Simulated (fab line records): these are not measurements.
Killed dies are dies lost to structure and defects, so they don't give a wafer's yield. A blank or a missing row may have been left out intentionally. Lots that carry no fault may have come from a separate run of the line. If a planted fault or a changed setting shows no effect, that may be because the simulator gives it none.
Which tool was responsible? -- flow nandHarc -- Sampling: 14 lots, 42 wafers, 4 of 1302 route steps

WHAT THE GAUGES READ, wafer by wafer
The record holds no reading of a measuring or inspecting step that can be judged against a usual standard deviation.

EACH LOT AND THE TOOL THAT RAN IT (in order: tool; ch and the chambers of the sampled wafers; start)
lot,NHARC_P_ZERO_WELL_DESCUM_39,NHARC_P_STI_DESCUM_14,NHARC_P_STI_OXIDE_40,NHARC_P_GATE_DESCUM_13
L743,"rieDiel-11 ch 1,2, day 2 00:37","rieDiel-06 ch 1,2, day 3 00:03","furnace-08 ch 0, day 4 03:25","rieDiel-12 ch 2,3, day 4 15:51"
L744,"rieDiel-02 ch 0,1, day 2 10:16","rieDiel-06 ch 1,2,3, day 3 10:56","furnace-03 ch 0, day 4 13:47","rieDiel-04 ch 0,1,3, day 5 03:28"
L745,"rieDiel-11 ch 1,3, day 2 20:28","rieDiel-07 ch 0,1,2, day 3 17:38","furnace-03 ch 0, day 4 13:47","rieDiel-09 ch 0,1,2, day 5 03:39"
L746,"rieDiel-02 ch 0,1,3, day 3 06:08","rieDiel-06 ch 0,1, day 4 03:15","furnace-06 ch 0, day 5 02:32","rieDiel-04 ch 1,2,3, day 5 15:17"
L748,"rieDiel-11 ch 1,3, day 4 02:13","rieDiel-06 ch 0,1,2, day 4 21:06","furnace-08 ch 0, day 5 19:20","rieDiel-12 ch 0,2,3, day 6 08:21"
L749,"rieDiel-10 ch 0,1,2, day 4 15:07","rieDiel-07 ch 0,1,2, day 5 10:17","furnace-08 ch 0, day 6 15:51","rieDiel-04 ch 1,2,3, day 7 04:20"
L750,"rieDiel-10 ch 0,3, day 4 22:10","rieDiel-01 ch 0,3, day 5 16:58","furnace-08 ch 0, day 6 15:51","rieDiel-12 ch 1,2,3, day 7 04:29"
L752,"rieDiel-11 ch 1,2, day 5 18:35","rieDiel-07 ch 1,2, day 6 17:25","furnace-08 ch 0, day 7 15:26","rieDiel-09 ch 1,2,3, day 8 04:10"
L753,"rieDiel-02 ch 2,3, day 6 04:18","rieDiel-07 ch 0,2, day 7 03:17","furnace-06 ch 0, day 8 02:41","rieDiel-12 ch 0,1,2, day 8 16:21"
L758,"rieDiel-10 ch 0,3, day 8 06:23","rieDiel-01 ch 0,1,3, day 9 02:26","furnace-06 ch 0, day 10 06:29","rieDiel-12 ch 0,2,3, day 10 22:26"
L759,"rieDiel-10 ch 0,2,3, day 8 16:16","rieDiel-01 ch 1,2,3, day 9 11:33","furnace-06, day 10 13:11",-
L760,"rieDiel-11 ch 0,1, day 9 02:11","rieDiel-01 ch 0,1,2, day 9 21:51","furnace-03, day 11 05:05",-
L765,"rieDiel-10 ch 2,3, day 11 04:17","rieDiel-01 ch 1,2, day 12 01:26","furnace-03 ch 0, day 13 01:02","rieDiel-09 ch 0,1,2, day 13 14:23"
L766,"rieDiel-02 ch 0,1,3, day 11 14:20","rieDiel-01 ch 0,1,3, day 12 09:56","furnace-06 ch 0, day 13 09:52","rieDiel-12 ch 0,1,3, day 13 22:29"
- NHARC_P_ZERO_WELL_DESCUM_39: chemistry O2, time 3 s.
- NHARC_P_STI_DESCUM_14: chemistry O2, time 3 s.
- NHARC_P_STI_OXIDE_40: material SiO2, target thk 10 nm, ox time 1362 s.
- NHARC_P_GATE_DESCUM_13: chemistry O2, time 3 s.

AS READ BY THE TOOLS THEMSELVES (means over the sampled wafers that have a number; for cases with no such wafer, the mark the record gives instead)
NHARC_P_ZERO_WELL_DESCUM_39. Usual: drypumpMotorCurrentA 5.8 A, standard deviation 0.54; oesProductAu 1.001 a.u., standard deviation 0.0098; rfVppV 57.8 V, standard deviation 0.97; showerheadPlenumPTorr 1.92 Torr, standard deviation 0.099; throttleValvePct 11.312 %, standard deviation 0.0078.
lot,tool,drypumpMotorCurrentA (A),oesProductAu (a.u.),rfVppV (V),showerheadPlenumPTorr (Torr),throttleValvePct (%),flag
L743,rieDiel-11,5.9,1.003,58.3,1.87,11.310,
L744,rieDiel-02,5.5,0.991,59.1,2.00,11.319,
L745,rieDiel-11,5.9,0.989,57.0,1.90,11.314,
L746,rieDiel-02,5.6,1.003,58.0,1.95,11.316,
L748,rieDiel-11,6.0,0.996,57.8,1.89,11.315,
L749,rieDiel-10,5.7,1.008,57.5,1.89,11.304,
L750,rieDiel-10,5.9,1.003,59.1,2.02,11.312,
L752,rieDiel-11,5.6,1.003,58.0,1.92,11.305,
L753,rieDiel-02,5.6,1.004,58.0,1.96,11.316,
L758,rieDiel-10,5.9,1.009,57.5,2.01,11.315,
L759,rieDiel-10,5.8,1.014,57.7,1.93,11.306,
L760,rieDiel-11,5.4,1.004,58.2,2.00,11.305,
L765,rieDiel-10,5.6,1.008,56.8,1.86,11.316,
L766,rieDiel-02,5.5,0.993,57.3,1.93,11.317,

NHARC_P_STI_DESCUM_14. Usual: drypumpMotorCurrentA 5.7 A, standard deviation 0.5; oesProductAu 1.001 a.u., standard deviation 0.0099; rfVppV 58.0 V, standard deviation 0.89; showerheadPlenumPTorr 1.95 Torr, standard deviation 0.075; throttleValvePct 11.311 %, standard deviation 0.0091.
lot,tool,drypumpMotorCurrentA (A),oesProductAu (a.u.),rfVppV (V),showerheadPlenumPTorr (Torr),throttleValvePct (%),flag
L743,rieDiel-06,6.3,0.992,58.3,1.96,11.314,
L744,rieDiel-06,6.1,0.995,58.8,1.99,11.314,
L745,rieDiel-07,5.2,1.006,58.3,1.91,11.314,
L746,rieDiel-06,5.9,1.008,59.0,2.00,11.311,
L748,rieDiel-06,6.1,0.987,58.2,1.95,11.312,
L749,rieDiel-07,5.2,0.997,57.4,1.91,11.311,
L750,rieDiel-01,6.1,1.002,57.5,1.87,11.304,
L752,rieDiel-07,5.0,1.005,58.0,1.93,11.313,
L753,rieDiel-07,5.0,1.008,57.5,1.97,11.308,
L758,rieDiel-01,5.6,0.997,58.5,1.93,11.312,
L759,rieDiel-01,5.9,1.003,57.6,1.96,11.309,
L760,rieDiel-01,5.4,0.988,58.3,1.98,11.308,
L765,rieDiel-01,5.7,1.006,57.8,2.01,11.313,
L766,rieDiel-01,5.7,1.007,57.6,1.93,11.310,

NHARC_P_STI_OXIDE_40. Usual: oxTempC 900.0 C, standard deviation 0.38; spikeTcLowerC 900.9 C, standard deviation 1.3.
lot,tool,oxTempC (C),spikeTcLowerC (C),flag
L743,furnace-08,899.9,902.9,
L744,furnace-03,900.1,900.3,
L745,furnace-03,899.3,899.4,
L746,furnace-06,900.3,900.2,
L748,furnace-08,900.4,902.6,
L749,furnace-08,899.9,901.7,
L750,furnace-08,899.9,901.7,
L752,furnace-08,900.2,901.4,
L753,furnace-06,899.9,901.9,
L758,furnace-06,899.9,900.0,
L759,furnace-06,-,-,OFF
L760,furnace-03,-,-,OFF
L765,furnace-03,899.7,900.6,
L766,furnace-06,899.9,900.1,

NHARC_P_GATE_DESCUM_13. Usual: drypumpMotorCurrentA 5.9 A, standard deviation 0.67; oesProductAu 0.999 a.u., standard deviation 0.0094; rfVppV 57.6 V, standard deviation 0.92; showerheadPlenumPTorr 1.87 Torr, standard deviation 0.072; throttleValvePct 11.312 %, standard deviation 0.0098.
lot,tool,drypumpMotorCurrentA (A),oesProductAu (a.u.),rfVppV (V),showerheadPlenumPTorr (Torr),throttleValvePct (%),flag
L743,rieDiel-12,6.4,0.989,57.8,1.84,11.305,
L744,rieDiel-04,6.0,0.993,56.9,1.87,11.316,
L745,rieDiel-09,5.5,0.995,57.1,1.89,11.312,
L746,rieDiel-04,6.0,0.991,57.9,1.89,11.299,
L748,rieDiel-12,6.4,1.006,58.5,1.88,11.316,
L749,rieDiel-04,6.0,0.993,58.0,1.89,11.307,
L750,rieDiel-12,5.8,1.004,58.3,1.82,11.299,
L752,rieDiel-09,5.6,0.995,56.6,1.91,11.306,
L753,rieDiel-12,6.0,1.006,57.5,1.88,11.322,
L758,rieDiel-12,6.4,0.996,57.8,1.88,11.322,
L765,rieDiel-09,5.6,1.006,58.0,1.88,11.316,
L766,rieDiel-12,5.7,0.992,56.6,1.85,11.306,

THE ANSWER, worked out from the rows above alone
Rule: a lot counts as off when the mean over its wafers that have a number is more than 3 standard deviations away from the usual mean. Also off: a lot with no number at a reading for which 4 or more lots have one. The other lots that the step has rows for count as sound. The gauges are gone through in route order, then the tools' own readings, and for those a lot's mean is taken as printed above. The first step at which some lot is off is used, and at that step the reading that is off furthest; a lot without a number counts as furthest.
Off, at NHARC_P_STI_OXIDE_40 on oxTempC: L759, L760. Without a number there: L759, L760.
If a tool, at that step or one of the process steps before it, ran each lot that is off and ran no sound lot following the first of them, it fits. Not one of the candidates tried fits.

WHAT THE SIMULATOR HAD INSERTED
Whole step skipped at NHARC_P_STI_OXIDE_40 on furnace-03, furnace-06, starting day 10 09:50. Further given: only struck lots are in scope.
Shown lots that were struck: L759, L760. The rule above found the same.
